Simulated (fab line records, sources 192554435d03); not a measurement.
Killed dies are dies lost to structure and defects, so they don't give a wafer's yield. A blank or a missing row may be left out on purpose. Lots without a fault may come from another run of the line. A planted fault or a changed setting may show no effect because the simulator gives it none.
fab line records | flow n5_finfet | part 1 of 2: steps 1 to 26 of 31
record lots=5 wafers=15 last_day=18
route steps=1938 shown BEOL_M7@1323 BEOL_M8@1332
lots that met no fault: from a run of the same line without faults
start_h: hours from the record's first day to the start of the lot's first wafer shown | wait_h: hours since the lot's step before | " the same as in the row above | L1.1+2: a row that stands for several wafers | - no value, or no start given | * or withheld: withheld | < > ~ a bound
route shown NAME@n: a module of which the file shows steps, and the number in the route of the first | usual: mean/standard deviation of fault-free wafers | same: alike in all rows | chamber/n: place in a boat | sites: the reading at each site | _std_site: their standard deviation | _edge_site: outer sites' mean less inner sites' | radius_mm: how far each site lies from the wafer's centre | mask NAME#n: copy n | behind: the tool/chamber that last shaped the wafer | hold: why the lot was held/for how many hours/how that ended | device: the transistor (n, p or np) that didn't switch | end of line: the same wafers' tests at the end of the route | a step without rows: its recipe alone | killed: dies lost to structure and defects at the first sort, not the wafer's yield | map: a wafer's dies, x killed, . not, _ none there
set.NAME: the setting as run; set.NAME@STEP: as run at that earlier step | model.NAME: the simulator's own value behind a step, which no gauge read
lots at some steps of the route; a table a step, a row a wafer
services: from which hour (start_h, from the record's first day; less than 0 if before it) a tool's chamber was out of use, for how many hours, and why
## steps
# step N5_BEOL_M7_SPUTTER_48
# recipe material=Cu target_thk_a=100 temp_c=-20 bias_v=60 power_w=26000 chamber_pressure_pa=0.13 time_s=1.667
# usual chuck_sensor_temp_C=-15.8/0.45 throttle_valve_pct=30.2/1.1
# columns lot.wafer tool chamber start_h wait_h chuck_sensor_temp_C throttle_valve_pct
L074.1 pvd_sputter-02 - 198.80 0.2 -15.4 30.6
L074.3 " - " " -14.8 28.3
L074.5 " - " " -15.1 31.2
L076.1 pvd_sputter-01 - 215.39 0.2 -16.0 28.1
L076.5 " - " " -15.9 31.2
L076.6 " - " " -16.1 28.0
L081.1 pvd_sputter-02 - 227.09 0.1 -14.6 28.2
L081.2 " - " " -15.9 30.2
L081.4 " - " " -15.4 31.5
L084.1 pvd_sputter-02 - 244.80 0.1 -16.1 30.2
L084.3 " - " " -15.6 30.3
L084.4 " - " " -15.2 31.5
L096.2 pvd_sputter-03 - 347.37 0.1 -15.7 29.6
L096.3 " - " " -15.5 30.7
L096.4 " - " " -16.2 30.1
# step N5_BEOL_M7_ECD_50
# recipe material=Cu target_thk_a=3000
# columns lot.wafer tool chamber start_h wait_h
L074.1+3+5 ecd_cu-01 1,0,1 198.91 0.1
L076.1+5+6 ecd_cu-01 0,0,1 215.55 0.1
L081.1+2+4 ecd_cu-02 1,0,0 227.20 0.1
L084.1+3+4 ecd_cu-02 0,1,0 244.92 0.1
L096.2+3+4 ecd_cu-02 1,1,0 347.49 0.1
# step N5_BEOL_M7_ANNEAL_51
# recipe temp_c=225 time_s=90 ambient=N2
# usual anneal_temp_c=225.01/0.15 wafer_temp_C_max=226.2/0.38
# columns lot.wafer tool chamber start_h wait_h anneal_temp_c wafer_temp_C_max
L074.1 rtp_anneal-01 0 199.01 0.1 225.00 226.6
L074.3 " 0 " " 225.07 226.7
L074.5 " 0 " " 225.11 226.4
L076.1 rtp_anneal-01 0 215.84 0.3 224.80 226.1
L076.5 " 0 " " 225.04 226.4
L076.6 " 0 " " 225.13 226.4
L081.1 rtp_anneal-02 0 227.31 0.1 224.86 225.9
L081.2 " 0 " " 225.05 225.8
L081.4 " 0 " " 224.99 225.8
L084.1 rtp_anneal-02 0 245.53 0.6 225.08 226.0
L084.3 " 0 " " 225.03 225.8
L084.4 " 0 " " 224.98 226.0
L096.2 rtp_anneal-01 0 347.66 0.1 224.84 226.8
L096.3 " 0 " " 224.87 226.5
L096.4 " 0 " " 225.03 226.9
# step N5_BEOL_M7_CMP_52
# recipe stop_on=SiCOH_lowk t_overpolish_s=6.9 down_force_psi=1 platen_rpm=50 clearing_platen_down_force_psi=1.5 clearing_platen_rpm=50 post_cmp_clean=cu_alkaline target_thk_nm=80 clearing_platen_pad_velocity_m_s=0.99484 pad_velocity_m_s=0.99484
# usual barrier_field_endpoint_s=29.3/0.68 motor_current_A=5.9/0.5 overpolish_run_s=6.901/0.0097 time_to_endpoint_s=63.5/2.7
# columns lot.wafer tool chamber start_h wait_h barrier_field_endpoint_s motor_current_A overpolish_run_s time_to_endpoint_s
L074.1 cmp-03 3 199.32 0.3 30.1 6.3 6.890 64.3
L074.3 " 2 " " 29.4 6.3 6.890 61.0
L074.5 " 0 " " 30.8 5.5 6.910 65.2
L076.1 cmp-01 0 216.18 0.3 29.4 4.8 6.911 61.2
L076.5 " 3 " " 29.8 6.0 6.894 66.2
L076.6 " 0 " " 29.4 4.2 6.914 62.8
L081.4 cmp-01 0 227.65 0.2 29.7 4.6 6.883 67.0
L081.1 " 1 " " 27.9 6.2 6.910 62.7
L081.2 " 2 " " 29.0 5.6 6.903 65.7
L084.1 cmp-02 0 245.87 0.3 30.2 5.7 6.901 70.1
L084.3 " 1 " " 29.2 6.4 6.899 66.5
L084.4 " 2 " " 29.9 5.7 6.920 67.6
L096.2 cmp-01 0 348.06 0.4 29.4 4.6 6.933 66.3
L096.3 " 2 " " 30.1 5.8 6.906 66.8
L096.4 " 3 " " 30.1 6.5 6.901 63.8
# step N5_BEOL_M7_THK_MEAS_53
# recipe thk_meas_gauge=xrf reads=Cu_of_BEOL_M7_ECD_50
# usual M7_THK=80.7/1.6
# columns lot.wafer tool chamber start_h wait_h M7_THK[nm]
L074.1 film_metro-02 - 199.61 - 79.9
L074.3 " - " " 78.3
L074.5 " - " " 80.5
L076.1 film_metro-02 - 216.43 - 83.8
L076.5 " - " " 82.2
L076.6 " - " " 82.9
L081.1 film_metro-02 - 227.90 - 83.4
L081.2 " - " " 80.8
L081.4 " - " " 82.1
L084.1 film_metro-01 - 246.12 - 83.5
L084.3 " - " " 80.7
L084.4 " - " " 82.8
L096.2 film_metro-01 - 348.36 - 81.4
L096.3 " - " " 81.0
L096.4 " - " " 81.1
# step N5_BEOL_M7_PRE_CLEAN_55
# recipe gas=NH3 time_s=15 temp_c=withheld rf_power_w=300
# columns lot.wafer tool chamber start_h wait_h
L074.1+3+5 pecvd-04 2,1,1 199.65 0.0
L076.1+5+6 pecvd-01 1,0,1 216.47 0.0
L081.1+2+4 pecvd-01 0,1,1 227.94 0.0
L084.1+3+4 pecvd-04 1,0,0 246.16 0.0
L096.2+3+4 pecvd-01 0,1,1 348.39 0.0
# step N5_BEOL_M7_DEP_56
# recipe material=SiCN target_thk_a=100 temp_c=withheld precursor=3MS/NH3 pressure_torr=3 rf_w=202 time_s=17.5
# usual showerhead_plenum_p_Torr=3.661/0.0098 showerhead_vpp_V=869/57 throttle_valve_pct=9.2/0.55
# columns lot.wafer tool chamber start_h wait_h showerhead_plenum_p_Torr showerhead_vpp_V throttle_valve_pct
L074.1 pecvd-04 2 199.67 0.0 3.655 782 8.7
L074.3 " 1 " " 3.654 848 10.0
L074.5 " 1 " " 3.658 831 9.9
L076.1 pecvd-01 1 216.51 0.0 3.678 922 9.7
L076.5 " 0 " " 3.667 954 9.9
L076.6 " 1 " " 3.674 918 9.7
L081.1 pecvd-01 0 227.98 0.0 3.649 943 9.7
L081.2 " 1 " " 3.673 917 9.6
L081.4 " 1 " " 3.677 902 9.5
L084.1 pecvd-04 1 246.19 0.0 3.661 851 9.9
L084.3 " 0 " " 3.675 864 8.7
L084.4 " 0 " " 3.667 855 8.7
L096.2 pecvd-01 0 348.42 0.0 3.657 966 9.4
L096.3 " 1 " " 3.680 918 9.6
L096.4 " 1 " " 3.682 914 9.9
# step N5_BEOL_M7_RS_MEAS_57
# recipe thk_meas_gauge=four-point-probe reads=Cu_of_BEOL_M7_ECD_50+Co_of_BEOL_M7_CVD_78+TaN_of_BEOL_M7_ALD_77
# usual M7_RS=0.285/0.0062
# columns lot.wafer tool chamber start_h wait_h M7_RS[ohm/sq]
L074.1 film_metro-02 - 199.74 0.1 0.288
L074.3 " - " " 0.293
L074.5 " - " " 0.285
L076.1 film_metro-02 - 216.59 0.1 0.274
L076.5 " - " " 0.280
L076.6 " - " " 0.278
L081.1 film_metro-01 - 228.06 0.1 0.275
L081.2 " - " " 0.285
L081.4 " - " " 0.279
L084.1 film_metro-02 - 246.25 0.1 0.274
L084.3 " - " " 0.287
L084.4 " - " " 0.279
L096.2 film_metro-01 - 348.49 0.1 0.280
L096.3 " - " " 0.283
L096.4 " - " " 0.282
# step N5_BEOL_M7_INSPECT_58
# recipe inspect_instrument=darkfield mode=post_dep
# usual raw_defect_count=68/22
# columns lot.wafer tool chamber start_h wait_h raw_defect_count
L074.1 defect_inspect-02 - 200.08 0.3 50
L074.3 " - " " 46
L074.5 " - " " 52
L076.1 defect_inspect-01 - 216.62 0.0 50
L076.5 " - " " 46
L076.6 " - " " 57
L081.1 defect_inspect-01 - 228.09 0.0 63
L081.2 " - " " 60
L081.4 " - " " 60
L084.1 defect_inspect-01 - 246.28 0.0 87
L084.3 " - " " 47
L084.4 " - " " 90
L096.2 defect_inspect-01 - 348.51 0.0 55
L096.3 " - " " 72
L096.4 " - " " 83
# step N5_BEOL_M8_ILD_DEP_00
# recipe material=SiCOH_lowk target_thk_a=1797.5 temp_c=300 precursor=DEMS/porogen pressure_torr=5 rf_w=500 time_s=33.4
# usual heater_power_w=304/33 showerhead_plenum_p_Torr=5.730/0.017 showerhead_vpp_V=1355/84 throttle_valve_pct=13.9/0.83
# columns lot.wafer tool chamber start_h wait_h heater_power_w showerhead_plenum_p_Torr showerhead_vpp_V throttle_valve_pct
L074.1 pecvd-04 0 200.12 0.0 249 5.756 1344 13.4
L074.3 " 1 " " 358 5.740 1315 15.2
L074.5 " 0 " " 256 5.743 1345 13.2
L076.1 pecvd-01 1 216.66 0.0 315 5.750 1420 15.0
L076.5 " 1 " " 245 5.749 1468 14.8
L076.6 " 0 " " 247 5.724 1505 14.6
L081.1 pecvd-01 0 228.13 0.0 275 5.735 1490 14.5
L081.2 " 1 " " 307 5.760 1432 14.9
L081.4 " 1 " " 315 5.771 1451 14.8
L084.1 pecvd-04 0 246.32 0.0 290 5.742 1343 13.4
L084.3 " 1 " " 367 5.720 1306 15.2
L084.4 " 1 " " 286 5.739 1291 15.4
L096.2 pecvd-03 1 348.55 0.0 313 5.717 1324 12.9
L096.3 " 0 " " 361 5.749 1276 13.9
L096.4 " 0 " " 356 5.757 1272 13.6
# step N5_BEOL_M8_CURE_74
# recipe temp_c=385 time_s=240 ambient=He/Ar material=SiCOH_lowk
# usual lamp_power_pct=52.31/0.06 wafer_temp_C_max=386.8/0.63
# columns lot.wafer tool chamber start_h wait_h lamp_power_pct wafer_temp_C_max
L074.1 uv_cure-02 0 200.18 0.0 52.29 386.2
L074.3 " 0 " " 52.24 385.9
L074.5 " 0 " " 52.29 386.2
L076.1 uv_cure-03 0 216.74 0.1 52.28 386.4
L076.5 " 0 " " 52.35 386.3
L076.6 " 0 " " 52.27 386.1
L081.1 uv_cure-01 1 228.52 0.4 52.39 385.9
L081.2 " 1 " " 52.35 386.3
L081.4 " 1 " " 52.28 386.2
L084.1 uv_cure-03 2 246.40 0.1 52.33 387.8
L084.3 " 2 " " 52.33 387.1
L084.4 " 2 " " 52.29 387.6
L096.2 uv_cure-03 1 348.96 0.4 52.22 387.2
L096.3 " 1 " " 52.30 387.0
L096.4 " 1 " " 52.32 387.6
# step N5_BEOL_M8_THK_MEAS_01
# recipe reads=SiCOH_lowk_of_BEOL_M8_ILD_DEP_00
# usual M8_ILD_THK=154.5/1.9
# columns lot.wafer tool chamber start_h wait_h M8_ILD_THK[nm]
L074.1 film_metro-01 - 200.70 0.4 156.5
L074.3 " - " " 154.0
L074.5 " - " " 156.5
L076.1 film_metro-02 - 217.27 0.4 154.0
L076.5 " - " " 156.4
L076.6 " - " " 155.1
L081.1 film_metro-01 - 229.03 0.4 154.3
L081.2 " - " " 154.2
L081.4 " - " " 156.4
L084.1 film_metro-01 - 246.91 0.4 152.8
L084.3 " - " " 152.2
L084.4 " - " " 154.6
L096.2 film_metro-02 - 349.39 0.4 154.0
L096.3 " - " " 153.9
L096.4 " - " " 157.1
# step N5_BEOL_M8_PECVD_70
# recipe material=SiO2 target_thk_a=200 temp_c=400 precursor=TEOS/O2 pressure_torr=5.5 rf_w=450 teos_flow_sccm=53.8 gas=O2 flow_sccm=3000 time_s=22.7
# usual heater_power_w=682/78 showerhead_plenum_p_Torr=8.76/0.059 showerhead_vpp_V=1286/82 throttle_valve_pct=22.5/1.4
# columns lot.wafer tool chamber start_h wait_h heater_power_w showerhead_plenum_p_Torr showerhead_vpp_V throttle_valve_pct
L074.1 pecvd-04 2 200.73 0.0 824 8.74 1140 21.6
L074.3 " 1 " " 763 8.74 1246 24.6
L074.5 " 0 " " 608 8.84 1275 21.4
L076.1 pecvd-01 1 217.31 0.0 689 8.83 1346 24.3
L076.5 " 0 " " 594 8.74 1406 23.4
L076.6 " 1 " " 685 8.84 1377 24.0
L081.1 pecvd-03 1 229.07 0.0 705 8.62 1264 20.9
L081.2 " 2 " " 693 8.67 1309 20.7
L081.4 " 2 " " 679 8.66 1298 21.1
L084.1 pecvd-03 2 246.95 0.0 721 8.69 1280 21.2
L084.3 " 1 " " 591 8.62 1247 20.9
L084.4 " 1 " " 599 8.65 1258 21.1
L096.2 pecvd-01 0 349.43 0.0 638 8.75 1419 23.8
L096.3 " 1 " " 661 8.84 1363 24.4
L096.4 " 2 " " 548 8.77 1326 20.5
# step N5_BEOL_M8_HM_DEP_02
# recipe material=TiN target_thk_a=200 temp_c=25 chamber_pressure_pa=0.49996
# usual throttle_valve_pct=30.1/1.1
# columns lot.wafer tool chamber start_h wait_h throttle_valve_pct
L074.1 pvd_sputter-02 - 201.04 0.3 31.4
L074.3 " - " " 28.1
L074.5 " - " " 30.2
L076.1 pvd_sputter-03 - 217.38 0.1 30.7
L076.5 " - " " 29.4
L076.6 " - " " 30.2
L081.1 pvd_sputter-01 - 229.13 0.0 28.1
L081.2 " - " " 30.7
L081.4 " - " " 31.4
L084.1 pvd_sputter-02 - 247.00 0.0 30.3
L084.3 " - " " 30.3
L084.4 " - " " 28.2
L096.2 pvd_sputter-02 - 351.28 1.8 31.6
L096.3 " - " " 28.2
L096.4 " - " " 30.1
# step N5_BEOL_M8_COAT_59
# recipe resist=SOC temp_c=250 time_s=60 spin_rpm=1500 resist_thk_nm=100
# columns lot.wafer tool chamber start_h wait_h
L074.1+3+5 litho_track-05 0 201.16 0.1
L076.1+5+6 litho_track-01 0 217.52 0.1
L081.1+2+4 litho_track-01 0 229.26 0.1
L084.1+3+4 litho_track-05 0 247.13 0.1
L096.2+3+4 litho_track-03 0 351.41 0.1
# step N5_BEOL_M8_COAT_60
# recipe resist=SiARC temp_c=220 time_s=60 spin_rpm=1500 resist_thk_nm=35
# columns lot.wafer tool chamber start_h wait_h
L074.1+3+5 litho_track-05 0 - -
L076.1+5+6 litho_track-01 0 - -
L081.1+2+4 litho_track-01 0 - -
L084.1+3+4 litho_track-05 0 - -
L096.2+3+4 litho_track-03 0 - -
# step N5_BEOL_M8_COAT_05
# recipe resist=CAR-ArF spin_rpm=1500 resist_thk_nm=90
# columns lot.wafer tool chamber start_h wait_h
L074.1+3+5 litho_track-05 0 - -
L076.1+5+6 litho_track-01 0 - -
L081.1+2+4 litho_track-01 0 - -
L084.1+3+4 litho_track-05 0 - -
L096.2+3+4 litho_track-03 0 - -
# step N5_BEOL_M8_EBR_07
# recipe solvent=PGMEA ebr_width_mm=1.5
# columns lot.wafer tool chamber start_h wait_h
L074.1+3+5 litho_track-05 0 - -
L076.1+5+6 litho_track-01 0 - -
L081.1+2+4 litho_track-01 0 - -
L084.1+3+4 litho_track-05 0 - -
L096.2+3+4 litho_track-03 0 - -
# step N5_BEOL_M8_SOFTBAKE_06
# recipe temp_c=110 time_s=60 resist=CAR-ArF
# columns lot.wafer tool chamber start_h wait_h
L074.1+3+5 litho_track-05 0 - -
L076.1+5+6 litho_track-01 0 - -
L081.1+2+4 litho_track-01 0 - -
L084.1+3+4 litho_track-05 0 - -
L096.2+3+4 litho_track-03 0 - -
# step N5_BEOL_M8_EXPOSE_08
# recipe mask_id=M8 na=1.35 source_shape=dipole sigma_inner=0.817 sigma_outer=0.97 polarization=te dose_mj=68.25
# usual reticle_temp_C=23.00/0.1
# columns lot.wafer tool chamber start_h wait_h mask reticle_temp_C
L074.1 arfi_scanner-01 0 201.41 - M8#0 22.96
L074.3 " 0 " " M8#0 22.98
L074.5 " 0 " " M8#0 23.04
L076.1 arfi_scanner-03 0 217.76 - M8#0 23.30
L076.5 " 0 " " M8#0 23.03
L076.6 " 0 " " M8#0 22.84
L081.1 arfi_scanner-02 0 229.50 - M8#0 23.08
L081.2 " 0 " " M8#0 23.02
L081.4 " 0 " " M8#0 22.99
L084.1 arfi_scanner-02 0 247.25 - M8#0 23.07
L084.3 " 0 " " M8#0 23.08
L084.4 " 0 " " M8#0 22.95
L096.2 arfi_scanner-02 0 351.77 - M8#0 23.06
L096.3 " 0 " " M8#0 22.94
L096.4 " 0 " " M8#0 22.88
# step N5_BEOL_M8_PEB_09
# recipe peb_temp_c=withheld peb_time_s=60 resist=CAR-ArF
# columns lot.wafer tool chamber start_h wait_h
L074.1+3+5 litho_track-03 0 201.47 0.1
L076.1+5+6 litho_track-05 0 217.82 0.1
L081.1+2+4 litho_track-01 0 229.56 0.1
L084.1+3+4 litho_track-03 0 247.31 0.1
L096.2+3+4 litho_track-05 0 351.83 0.0
# step N5_BEOL_M8_DEVELOP_10
# recipe develop_time_s=30 developer=TMAH resist=CAR-ArF rinse_liquid=diw dry=air_spin dev_temp_c=23
# columns lot.wafer tool chamber start_h wait_h
L074.1+3+5 litho_track-03 0 - -
L076.1+5+6 litho_track-05 0 - -
L081.1+2+4 litho_track-01 0 - -
L084.1+3+4 litho_track-03 0 - -
L096.2+3+4 litho_track-05 0 - -
# step N5_BEOL_M8_CD_MEAS_11
# recipe target_cd_nm=38.5 landing_energy_ev=500 detector=se_inlens polarity=opening
# usual cd_nm=38.5/0.4
# columns lot.wafer tool chamber start_h wait_h cd_nm
L074.1 cd_sem-01 0 201.53 - 38.3
L074.3 " 0 " " 39.0
L074.5 " 0 " " 38.4
L076.1 cd_sem-03 0 217.89 - 38.7
L076.5 " 0 " " 39.0
L076.6 " 0 " " 38.5
L081.1 cd_sem-03 0 229.63 - 38.2
L081.2 " 0 " " 38.8
L081.4 " 0 " " 38.8
L084.1 cd_sem-03 0 247.38 - 38.0
L084.3 " 0 " " 38.3
L084.4 " 0 " " 38.7
L096.2 cd_sem-03 0 351.90 - 37.9
L096.3 " 0 " " 38.3
L096.4 " 0 " " 39.2
# step N5_BEOL_M8_OVL_MEAS_12
# recipe points_per_wafer=44
# usual M8_OVL=0.1/0.93
# columns lot.wafer tool chamber start_h wait_h M8_OVL[nm]
L074.1 overlay-02 0 201.56 0.0 1.3
L074.3 " 0 " " 0.7
L074.5 " 0 " " 1.5
L076.1 overlay-01 0 217.92 0.0 1.9
L076.5 " 0 " " 1.0
L076.6 " 0 " " 0.9
L081.1 overlay-02 0 229.66 0.0 -0.6
L081.2 " 0 " " 0.0
L081.4 " 0 " " -0.3
L084.1 overlay-02 0 247.41 0.0 -1.1
L084.3 " 0 " " -0.5
L084.4 " 0 " " -0.4
L096.2 overlay-02 0 351.93 0.0 -1.6
L096.3 " 0 " " 0.1
L096.4 " 0 " " -0.9
# step N5_BEOL_M8_INSPECT_13
# recipe mode=adi inspect_instrument=brightfield
# usual raw_defect_count=426/100
# columns lot.wafer tool chamber start_h wait_h raw_defect_count
L074.1 defect_inspect-02 - 201.59 0.0 484
L074.3 " - " " 334
L074.5 " - " " 435
L076.1 defect_inspect-02 - 217.94 0.0 453
L076.5 " - " " 385
L076.6 " - " " 359
L081.1 defect_inspect-01 - 229.68 0.0 382
L081.2 " - " " 476
L081.4 " - " " 477
L084.1 defect_inspect-01 - 247.43 0.0 620
L084.3 " - " " 467
L084.4 " - " " 716
L096.2 defect_inspect-01 - 351.95 0.0 429
L096.3 " - " " 375
L096.4 " - " " 456
# step N5_BEOL_M8_DESCUM_16
# recipe chemistry=O2 time_s=7.9 source_power_w=50 bias_power_w=20 pressure_mtorr=20 rf_frequency_hz=2.712e+07 temp_c=40 resist=CAR-ArF o2_flow_sccm=225
# usual drypump_motor_current_A=5.6/0.56 o2_flow_sccm=225.0/0.68 oes_product_au=0.84/0.091 rf_vpp_V=243.1/1.3 showerhead_plenum_p_Torr=2.10/0.068 throttle_valve_pct=20.34/0.25
# columns lot.wafer tool chamber start_h wait_h drypump_motor_current_A o2_flow_sccm oes_product_au rf_hours_counter_h rf_vpp_V showerhead_plenum_p_Torr throttle_valve_pct
L074.1 rie_diel-05 2 201.81 0.2 6.1 224.6 0.96 11 243.0 2.14 20.12
L074.3 " 1 " " 5.8 226.2 0.68 221 241.5 1.99 20.75
L074.5 " 0 " " 5.7 225.8 0.70 - 241.9 2.07 20.51
L076.1 rie_diel-01 2 218.17 0.2 5.4 224.7 0.84 66 241.8 2.05 20.53
L076.5 " 2 " " 5.4 224.1 0.84 - 241.7 2.05 20.56
L076.6 " 1 " " 6.0 225.1 0.81 - 242.8 2.11 20.22
L081.1 rie_diel-06 2 229.88 0.2 4.6 225.8 0.79 108 243.4 2.12 20.74
L081.2 " 0 " " 5.5 225.8 0.82 86 243.2 2.12 20.18
L081.4 " 1 " " 5.3 225.5 0.69 - 240.3 1.97 20.36
L084.1 rie_diel-06 2 247.46 0.0 4.6 225.1 0.79 115 244.3 2.12 20.74
L084.3 " 3 " " 5.6 224.7 0.98 2 242.7 2.06 20.23
L084.4 " 0 " " 5.5 224.4 0.83 94 243.1 2.12 20.16
L096.2 rie_diel-05 3 352.08 0.1 6.6 226.1 0.82 67 242.5 2.04 20.13
L096.3 " 1 " " 5.8 225.6 0.95 11 245.4 2.24 20.39
L096.4 " 3 " " 6.6 225.1 0.81 - 241.9 2.04 20.13
